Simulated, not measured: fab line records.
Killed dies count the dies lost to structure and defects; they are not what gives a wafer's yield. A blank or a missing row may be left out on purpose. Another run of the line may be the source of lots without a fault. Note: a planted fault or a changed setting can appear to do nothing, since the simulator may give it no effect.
The tool behind it: which one? :: flow n5_finfet :: Sampling: 9 lots, 25 wafers, 6 of 1938 route steps

WHAT THE GAUGES SHOWED, per wafer
N5_BEOL_M1_THK_MEAS_01. Usual: M1_ILD_THK gives 79.3 nm (standard deviation 0.99).
lot: L636
measured: day 5 18:14
on: film_metro-02
M1_ILD_THK (nm): 78.1 78.5 79.7
flag: 

lot: L638
measured: day 6 08:14
on: film_metro-01
M1_ILD_THK (nm): 78.2 78.4 77.1
flag: 

lot: L642
measured: day 7 11:07
on: film_metro-01
M1_ILD_THK (nm): 79.6 78.5 78.4
flag: 

lot: L645
measured: day 8 08:13
on: film_metro-02
M1_ILD_THK (nm): 80.1 80.1 81.2
flag: 

lot: L647
measured: day 9 01:16
on: film_metro-01
M1_ILD_THK (nm): 79.5 79.3 80.1
flag: 

lot: L655
measured: day 10 20:10
on: film_metro-01
M1_ILD_THK (nm): 80.1 49.1
flag: OFF

lot: L656
measured: day 11 07:25
on: film_metro-01
M1_ILD_THK (nm): 47.9 79.7
flag: OFF

lot: L658
measured: day 11 15:55
on: film_metro-02
M1_ILD_THK (nm): 79.4 79.5 80.9
flag: 

lot: L659
measured: day 12 00:53
on: film_metro-01
M1_ILD_THK (nm): 78.0 79.2 79.5
flag: 

N5_BEOL_M1_CD_MEAS_11: the cd target is 17.05 nm. Usual: cd_nm at 17.03 nm, with a standard deviation of 0.23.
lot: L636
measured: day 6 10:34
on: cd_sem-03
cd_nm (nm): 17.06 16.85 17.15
flag: 

lot: L638
measured: day 6 10:39
on: cd_sem-02
cd_nm (nm): 17.04 16.92 16.71
flag: 

lot: L642
measured: day 7 12:04
on: cd_sem-02
cd_nm (nm): 16.69 16.87 17.16
flag: 

lot: L645
measured: day 8 09:29
on: cd_sem-01
cd_nm (nm): 17.03 16.99 16.91
flag: 

lot: L647
measured: day 9 02:19
on: cd_sem-02
cd_nm (nm): 17.06 17.21 17.08
flag: 

lot: L655
measured: day 10 20:50
on: cd_sem-03
cd_nm (nm): 16.94 17.16
flag: 

lot: L656
measured: day 11 08:31
on: cd_sem-01
cd_nm (nm): 17.08 17.22
flag: 

lot: L658
measured: day 11 17:16
on: cd_sem-02
cd_nm (nm): 16.80 17.11 16.82
flag: 

lot: L659
measured: day 12 02:35
on: cd_sem-01
cd_nm (nm): 17.05 16.85 16.94
flag: 

N5_BEOL_M4_RC_MEAS_101. Usual: DIBL_N 36.1 mV/V, standard deviation 1.6; DIBL_P 35.8 mV/V, standard deviation 2; IOFF_N 0.157 nA/um, standard deviation 0.029; IOFF_P 0.21 nA/um, standard deviation 0.034; ION_N 677 uA/um, standard deviation 13; ION_P 465 uA/um, standard deviation 8.1; SS_N 71.3 mV/dec, standard deviation 0.61; SS_P 73.2 mV/dec, standard deviation 0.65; VT_N 249 mV, standard deviation 3.3; VT_P -250 mV, standard deviation 3.2.
lot: L636
measured: day 9 13:23
on: prober-02
DIBL_N (mV/V): 37.6 35.0 36.7
DIBL_P (mV/V): 37.7 34.2 37.0
IOFF_N (nA/um): 0.208 0.148 0.181
IOFF_P (nA/um): 0.24 0.19 0.23
ION_N (uA/um): 694 678 676
ION_P (uA/um): 467 468 460
SS_N (mV/dec): 71.5 71.5 71.1
SS_P (mV/dec): 74.4 73.2 73.8
VT_N (mV): 245 247 247
VT_P (mV): -250 -250 -248
flag: 

lot: L638
measured: day 9 19:17
on: prober-02
DIBL_N (mV/V): 40.0 35.2 35.3
DIBL_P (mV/V): 39.3 33.5 33.8
IOFF_N (nA/um): 0.244 0.147 0.142
IOFF_P (nA/um): 0.29 0.18 0.19
ION_N (uA/um): 701 679 672
ION_P (uA/um): 475 459 459
SS_N (mV/dec): 72.2 70.7 71.1
SS_P (mV/dec): 74.9 73.0 73.3
VT_N (mV): 244 249 251
VT_P (mV): -246 -251 -251
flag: 

lot: L642
measured: day 11 00:16
on: prober-01
DIBL_N (mV/V): 34.5 35.3 35.4
DIBL_P (mV/V): 34.7 34.3 34.9
IOFF_N (nA/um): 0.136 0.138 0.137
IOFF_P (nA/um): 0.18 0.16 0.17
ION_N (uA/um): 683 655 667
ION_P (uA/um): 459 444 452
SS_N (mV/dec): 70.8 71.7 71.6
SS_P (mV/dec): 73.2 73.0 72.5
VT_N (mV): 250 251 249
VT_P (mV): -252 -254 -254
flag: 

lot: L645
measured: day 11 17:14
on: prober-01
DIBL_N (mV/V): 33.2 35.7 34.5
DIBL_P (mV/V): 31.2 34.0 32.1
IOFF_N (nA/um): 0.101 0.127 0.107
IOFF_P (nA/um): 0.13 0.16 0.14
ION_N (uA/um): 667 663 642
ION_P (uA/um): 457 454 443
SS_N (mV/dec): 70.6 71.1 71.7
SS_P (mV/dec): 72.3 73.0 72.6
VT_N (mV): 255 255 258
VT_P (mV): -259 -256 -259
flag: 

lot: L647
measured: day 11 12:04
on: prober-02
DIBL_N (mV/V): 34.5 36.2 36.2
DIBL_P (mV/V): 35.2 36.6 37.0
IOFF_N (nA/um): 0.138 0.164 0.176
IOFF_P (nA/um): 0.19 0.21 0.23
ION_N (uA/um): 680 684 688
ION_P (uA/um): 469 470 476
SS_N (mV/dec): 71.0 71.9 71.5
SS_P (mV/dec): 72.1 73.2 72.6
VT_N (mV): 252 245 245
VT_P (mV): -249 -251 -247
flag: 

lot: L655
measured: day 14 04:00
on: prober-01
DIBL_N (mV/V): 35.2
DIBL_P (mV/V): 34.7
IOFF_N (nA/um): 0.133
IOFF_P (nA/um): 0.21
ION_N (uA/um): 681
ION_P (uA/um): 476
SS_N (mV/dec): 70.9
SS_P (mV/dec): 72.9
VT_N (mV): 253
VT_P (mV): -249
flag: 

lot: L656
measured: day 14 03:55
on: prober-02
DIBL_N (mV/V): 35.2
DIBL_P (mV/V): 34.8
IOFF_N (nA/um): 0.145
IOFF_P (nA/um): 0.21
ION_N (uA/um): 676
ION_P (uA/um): 467
SS_N (mV/dec): 71.3
SS_P (mV/dec): 72.8
VT_N (mV): 251
VT_P (mV): -248
flag: 

lot: L658
measured: day 14 13:03
on: prober-02
DIBL_N (mV/V): 37.0 38.2 36.7
DIBL_P (mV/V): 38.1 39.0 37.3
IOFF_N (nA/um): 0.190 0.210 0.182
IOFF_P (nA/um): 0.24 0.25 0.23
ION_N (uA/um): 696 696 685
ION_P (uA/um): 478 474 468
SS_N (mV/dec): 70.9 71.6 71.7
SS_P (mV/dec): 74.2 73.7 73.2
VT_N (mV): 244 242 248
VT_P (mV): -249 -248 -246
flag: 

lot: L659
measured: day 15 06:53
on: prober-02
DIBL_N (mV/V): 37.4 37.5 36.9
DIBL_P (mV/V): 38.5 37.4 37.8
IOFF_N (nA/um): 0.181 0.181 0.172
IOFF_P (nA/um): 0.25 0.24 0.24
ION_N (uA/um): 683 694 696
ION_P (uA/um): 464 476 480
SS_N (mV/dec): 72.0 72.1 71.8
SS_P (mV/dec): 73.1 73.9 73.8
VT_N (mV): 248 246 249
VT_P (mV): -249 -248 -249
flag: 

WHICH TOOL RAN EACH LOT (tool, then ch and the chambers of the sampled wafers, then the start)
lot: L636
N5_BEOL_M0_STRIP_142: rie_diel-05 ch 1,2,3, day 5 15:32
N5_BEOL_M0_SPUTTER_132: pvd_sputter-02, day 5 16:50
N5_BEOL_M1_ILD_DEP_00: pecvd-01 ch 1,2, day 5 18:11

lot: L638
N5_BEOL_M0_STRIP_142: rie_diel-01 ch 1,3, day 6 05:23
N5_BEOL_M0_SPUTTER_132: pvd_sputter-01, day 6 06:46
N5_BEOL_M1_ILD_DEP_00: pecvd-04 ch 0,2, day 6 08:10

lot: L642
N5_BEOL_M0_STRIP_142: rie_diel-05 ch 2,3, day 7 06:51
N5_BEOL_M0_SPUTTER_132: pvd_sputter-01, day 7 09:31
N5_BEOL_M1_ILD_DEP_00: pecvd-01 ch 0,1,2, day 7 11:03

lot: L645
N5_BEOL_M0_STRIP_142: rie_diel-01 ch 0,2,3, day 8 03:52
N5_BEOL_M0_SPUTTER_132: pvd_sputter-03, day 8 06:39
N5_BEOL_M1_ILD_DEP_00: pecvd-01 ch 1,2, day 8 08:08

lot: L647
N5_BEOL_M0_STRIP_142: rie_diel-03 ch 0,2,3, day 8 21:12
N5_BEOL_M0_SPUTTER_132: pvd_sputter-02, day 8 23:40
N5_BEOL_M1_ILD_DEP_00: pecvd-01 ch 0,1, day 9 01:11

lot: L655
N5_BEOL_M0_STRIP_142: rie_diel-03 ch 2,3, day 10 16:06
N5_BEOL_M0_SPUTTER_132: pvd_sputter-03, day 10 17:42
N5_BEOL_M1_ILD_DEP_00: pecvd-01 ch 0,2, day 10 20:06

lot: L656
N5_BEOL_M0_STRIP_142: rie_diel-03 ch 1,3, day 11 03:31
N5_BEOL_M0_SPUTTER_132: pvd_sputter-02, day 11 05:59
N5_BEOL_M1_ILD_DEP_00: pecvd-01 ch 0, day 11 07:21

lot: L658
N5_BEOL_M0_STRIP_142: rie_diel-03 ch 0,1,3, day 11 12:56
N5_BEOL_M0_SPUTTER_132: pvd_sputter-01, day 11 14:28
N5_BEOL_M1_ILD_DEP_00: pecvd-03 ch 0,1, day 11 15:50

lot: L659
N5_BEOL_M0_STRIP_142: rie_diel-01 ch 0,2,3, day 11 19:22
N5_BEOL_M0_SPUTTER_132: pvd_sputter-02, day 11 23:04
N5_BEOL_M1_ILD_DEP_00: pecvd-03 ch 0,1, day 12 00:50
- N5_BEOL_M0_STRIP_142: strips in N2/H2, time 10 s.
- N5_BEOL_M0_SPUTTER_132: material Cu, target thk 4 nm, time 7.37 s.
- N5_BEOL_M1_ILD_DEP_00: deposits SiOC from DEMS/O2, target thk 79 nm, time 15.3 s.

WHAT THE TOOLS THEMSELVES READ (means of the sampled wafers that have a number; where no wafer has one, the mark that the record gives instead)
N5_BEOL_M0_STRIP_142. Usual: drypump_motor_current_A 5.8 A, standard deviation 0.42; oes_product_au 0.83 a.u., standard deviation 0.093; rf_vpp_V 59.4 V, standard deviation 0.93; showerhead_plenum_p_Torr 2.56 Torr, standard deviation 0.11; throttle_valve_pct 23.6 %, standard deviation 0.35.
lot: L636
tool: rie_diel-05
drypump_motor_current_A (A): 5.6
oes_product_au (a.u.): 0.76
rf_vpp_V (V): 60.0
showerhead_plenum_p_Torr (Torr): 2.60
throttle_valve_pct (%): 23.7
flag: 

lot: L638
tool: rie_diel-01
drypump_motor_current_A (A): 6.3
oes_product_au (a.u.): 0.93
rf_vpp_V (V): 59.1
showerhead_plenum_p_Torr (Torr): 2.63
throttle_valve_pct (%): 23.7
flag: 

lot: L642
tool: rie_diel-05
drypump_motor_current_A (A): 5.5
oes_product_au (a.u.): 0.75
rf_vpp_V (V): 58.9
showerhead_plenum_p_Torr (Torr): 2.64
throttle_valve_pct (%): 23.5
flag: 

lot: L645
tool: rie_diel-01
drypump_motor_current_A (A): 5.7
oes_product_au (a.u.): 0.91
rf_vpp_V (V): 59.4
showerhead_plenum_p_Torr (Torr): 2.55
throttle_valve_pct (%): 23.4
flag: 

lot: L647
tool: rie_diel-03
drypump_motor_current_A (A): 5.9
oes_product_au (a.u.): 0.79
rf_vpp_V (V): 59.6
showerhead_plenum_p_Torr (Torr): 2.54
throttle_valve_pct (%): 23.5
flag: 

lot: L655
tool: rie_diel-03
drypump_motor_current_A (A): 6.0
oes_product_au (a.u.): 0.69
rf_vpp_V (V): 57.8
showerhead_plenum_p_Torr (Torr): 2.45
throttle_valve_pct (%): 23.5
flag: 

lot: L656
tool: rie_diel-03
drypump_motor_current_A (A): 6.0
oes_product_au (a.u.): 0.77
rf_vpp_V (V): 59.9
showerhead_plenum_p_Torr (Torr): 2.60
throttle_valve_pct (%): 23.6
flag: 

lot: L658
tool: rie_diel-03
drypump_motor_current_A (A): 5.9
oes_product_au (a.u.): 0.81
rf_vpp_V (V): 60.4
showerhead_plenum_p_Torr (Torr): 2.63
throttle_valve_pct (%): 23.5
flag: 

lot: L659
tool: rie_diel-01
drypump_motor_current_A (A): 5.7
oes_product_au (a.u.): 0.86
rf_vpp_V (V): 59.5
showerhead_plenum_p_Torr (Torr): 2.54
throttle_valve_pct (%): 23.5
flag: 

N5_BEOL_M0_SPUTTER_132. Usual: chamber_pressure_pa 0.07 Pa, standard deviation 0.00015; susceptor_temp_C -19.99 C, standard deviation 0.1; throttle_valve_pct 29.9 %, standard deviation 1.4.
lot: L636
tool: pvd_sputter-02
chamber_pressure_pa (Pa): 0.07
susceptor_temp_C (C): -20.01
throttle_valve_pct (%): 29.8
flag: 

lot: L638
tool: pvd_sputter-01
chamber_pressure_pa (Pa): 0.07
susceptor_temp_C (C): -20.01
throttle_valve_pct (%): 30.1
flag: 

lot: L642
tool: pvd_sputter-01
chamber_pressure_pa (Pa): 0.07
susceptor_temp_C (C): -19.96
throttle_valve_pct (%): 31.7
flag: 

lot: L645
tool: pvd_sputter-03
chamber_pressure_pa (Pa): 0.07
susceptor_temp_C (C): -20.01
throttle_valve_pct (%): 28.8
flag: 

lot: L647
tool: pvd_sputter-02
chamber_pressure_pa (Pa): 0.07
susceptor_temp_C (C): -19.85
throttle_valve_pct (%): 30.4
flag: 

lot: L655
tool: pvd_sputter-03
chamber_pressure_pa (Pa): 0.07
susceptor_temp_C (C): -20.02
throttle_valve_pct (%): 30.3
flag: 

lot: L656
tool: pvd_sputter-02
chamber_pressure_pa (Pa): 0.07
susceptor_temp_C (C): -19.81
throttle_valve_pct (%): 30.1
flag: 

lot: L658
tool: pvd_sputter-01
chamber_pressure_pa (Pa): 0.07
susceptor_temp_C (C): -20.02
throttle_valve_pct (%): 30.4
flag: 

lot: L659
tool: pvd_sputter-02
chamber_pressure_pa (Pa): 0.07
susceptor_temp_C (C): -20.03
throttle_valve_pct (%): 29.8
flag: 

N5_BEOL_M1_ILD_DEP_00. Usual: heater_power_w 464 W, standard deviation 44; showerhead_plenum_p_Torr 5.696 Torr, standard deviation 0.015; susceptor_temp_C 350.01 C, standard deviation 0.21; throttle_valve_pct 11.9 %, standard deviation 0.78.
lot: L636
tool: pecvd-01
heater_power_w (W): 435
showerhead_plenum_p_Torr (Torr): 5.687
susceptor_temp_C (C): 349.84
throttle_valve_pct (%): 11.8
flag: 

lot: L638
tool: pecvd-04
heater_power_w (W): 522
showerhead_plenum_p_Torr (Torr): 5.681
susceptor_temp_C (C): 350.00
throttle_valve_pct (%): 11.7
flag: 

lot: L642
tool: pecvd-01
heater_power_w (W): 443
showerhead_plenum_p_Torr (Torr): 5.700
susceptor_temp_C (C): 349.77
throttle_valve_pct (%): 11.8
flag: 

lot: L645
tool: pecvd-01
heater_power_w (W): 436
showerhead_plenum_p_Torr (Torr): 5.700
susceptor_temp_C (C): 350.06
throttle_valve_pct (%): 12.2
flag: 

lot: L647
tool: pecvd-01
heater_power_w (W): 457
showerhead_plenum_p_Torr (Torr): 5.706
susceptor_temp_C (C): 350.26
throttle_valve_pct (%): 11.3
flag: 

lot: L655
tool: pecvd-01
heater_power_w (W): 439
showerhead_plenum_p_Torr (Torr): 5.712
susceptor_temp_C (C): 350.02
throttle_valve_pct (%): 11.1
flag: 

lot: L656
tool: pecvd-01
heater_power_w (W): 390
showerhead_plenum_p_Torr (Torr): 5.709
susceptor_temp_C (C): 349.91
throttle_valve_pct (%): 11.6
flag: 

lot: L658
tool: pecvd-03
heater_power_w (W): 471
showerhead_plenum_p_Torr (Torr): 5.693
susceptor_temp_C (C): 349.95
throttle_valve_pct (%): 13.2
flag: 

lot: L659
tool: pecvd-03
heater_power_w (W): 465
showerhead_plenum_p_Torr (Torr): 5.692
susceptor_temp_C (C): 350.06
throttle_valve_pct (%): 13.4
flag: 

THE ANSWER, worked out from the rows above alone
Rule: take the mean of a lot's wafers that have a number; if it is more than 3 standard deviations from the usual mean, the lot is off. A lot without any number at a reading at which 4 lots or more have one is off too. The other lots that the step has rows for count as sound. The gauges are gone through in route order, then the tools' own readings, and for those a lot's mean is taken as printed above. The first step at which some lot is off is used, and at that step the reading that is off furthest; a lot without a number counts as furthest.
Off: L655, L656, at N5_BEOL_M1_THK_MEAS_01 (M1_ILD_THK).
A tool fits if, at a process step before that reading, it ran every lot that is off, and no sound lot after the first of them. Gauges at N5_BEOL_M1_THK_MEAS_01: tried the same way as those tools. One fits: pecvd-01 at N5_BEOL_M1_ILD_DEP_00. A fault onset in the window from L647 (day 9 01:11, its last sound lot) to L655 (day 10 20:06, its first lot off) fits.

WHAT THE SIMULATOR HAD INSERTED
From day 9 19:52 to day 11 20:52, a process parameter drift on pecvd-01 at N5_BEOL_M1_ILD_DEP_00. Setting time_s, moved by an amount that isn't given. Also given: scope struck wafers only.
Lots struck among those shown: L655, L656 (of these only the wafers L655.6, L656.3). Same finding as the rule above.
